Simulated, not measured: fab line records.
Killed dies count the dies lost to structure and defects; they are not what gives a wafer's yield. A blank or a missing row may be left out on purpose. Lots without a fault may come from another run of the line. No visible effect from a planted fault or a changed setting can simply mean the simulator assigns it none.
One fault seen from 3 desks | flow n5 finfet | numbers are kept per desk, each desk with only its own; the story behind them comes last

AT THE METROLOGY DESK
What the gauges read for every lot (on any tool): the sampled wafers with a number, averaged. The brackets show how far a lot's mean lies from the usual mean; more than 4 standard deviations puts the lot out of limits, marked OUT.
Columns: A = M5_ILD_THK at N5_BEOL_M5_THK_MEAS_01, usual 121.0 nm
lot  | first seen here | A
L601 | day 8 22:44     | 122.0
L602 | day 9 01:21     | 122.2
L605 | day 9 04:18     | 122.7
L606 | day 10 01:26    | 121.7
L609 | day 10 04:40    | 122.9
L612 | day 11 04:05    | 121.8
L615 | day 11 15:02    | 119.6
L616 | day 12 07:13    | 103.6 (-9.2) OUT
L614 | day 12 07:25    | 91.9 (-15) OUT
L621 | day 12 22:07    | 104.3 (-8.8) OUT
L624 | day 14 09:50    | 119.8
L623 | day 15 06:02    | 120.8
This desk's result: L614, L616, L621 out of limits, first on L616 (M5_ILD_THK at N5_BEOL_M5_THK_MEAS_01), day 12 07:13. In limits: L601, L602, L605, L606, L609, L612, L615, L624, L623.

THE DEFECT DESK
Lot by lot, what the route's inspections counted, given as the mean of those sampled wafers with a number. The brackets show how far a lot's mean lies from the usual mean; more than 4 standard deviations puts the lot out of limits, marked OUT.
Columns: A = raw defect count at N5_BEOL_M4_INSPECT_59, usual 70
lot  | first seen here | A
L601 | day 8 20:41     | 34
L602 | day 8 23:47     | 64
L605 | day 9 02:44     | 66
L606 | day 9 23:23     | 70
L609 | day 10 02:37    | 57
L612 | day 11 02:27    | 61
L615 | day 11 13:28    | 58
L616 | day 12 05:38    | 68
L614 | day 12 05:50    | 60
L621 | day 12 20:11    | 65
L624 | day 14 08:16    | 62
L623 | day 15 04:28    | 90
Finding of this desk: none of the 12 lots has anything out of limits.

TOOL OWNER'S DESK, pecvd-04
The tool's own readings at N5_BEOL_M5_ILD_DEP_00 (deposits SiCOH lowk from DEMS/porogen, target thk 140.64 nm, time 25.9 s): means of the sampled wafers that have a number, for each lot that ran on this tool. The brackets show how far a lot's mean lies from the usual mean; more than 4 standard deviations puts the lot out of limits, marked OUT.
Columns: A = heater power w at N5_BEOL_M5_ILD_DEP_00, usual 331 W; B = showerhead plenum p Torr at N5_BEOL_M5_ILD_DEP_00, usual 5.749 Torr; C = throttle valve pct at N5_BEOL_M5_ILD_DEP_00, usual 13.6 %
lot  | first seen here | A   | B     | C
L612 | day 11 03:26    | 290 | 5.748 | 14.0
L615 | day 11 14:28    | 317 | 5.754 | 14.4
L616 | day 12 06:38    | 292 | 5.751 | 14.9
L614 | day 12 06:50    | 330 | 5.756 | 14.0
L621 | day 12 21:11    | 308 | 5.744 | 14.9
Finding of this desk: none of the 5 lots has anything out of limits.

TAKEN TOGETHER
An alarm was possible from the metrology desk at day 12 07:13, on L614, L616, L621.
Nothing the defect desk looked at was out of limits.
The desk of the tool owner found nothing out of limits.
The defect desk has L614, L616, L621 on record, within its limits.
On record at the tool owner's desk: L614, L616, L621, within its limits.
On pecvd-04, each named lot ran N5_BEOL_M5_ILD_DEP_00.

WHAT WAS PUT IN BY THE SIMULATOR
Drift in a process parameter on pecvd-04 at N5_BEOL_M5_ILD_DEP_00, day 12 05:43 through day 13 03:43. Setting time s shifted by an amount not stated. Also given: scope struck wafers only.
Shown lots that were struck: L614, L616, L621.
Delay in hours, fault start to first out-of-limits reading, per desk: metrology desk 1.
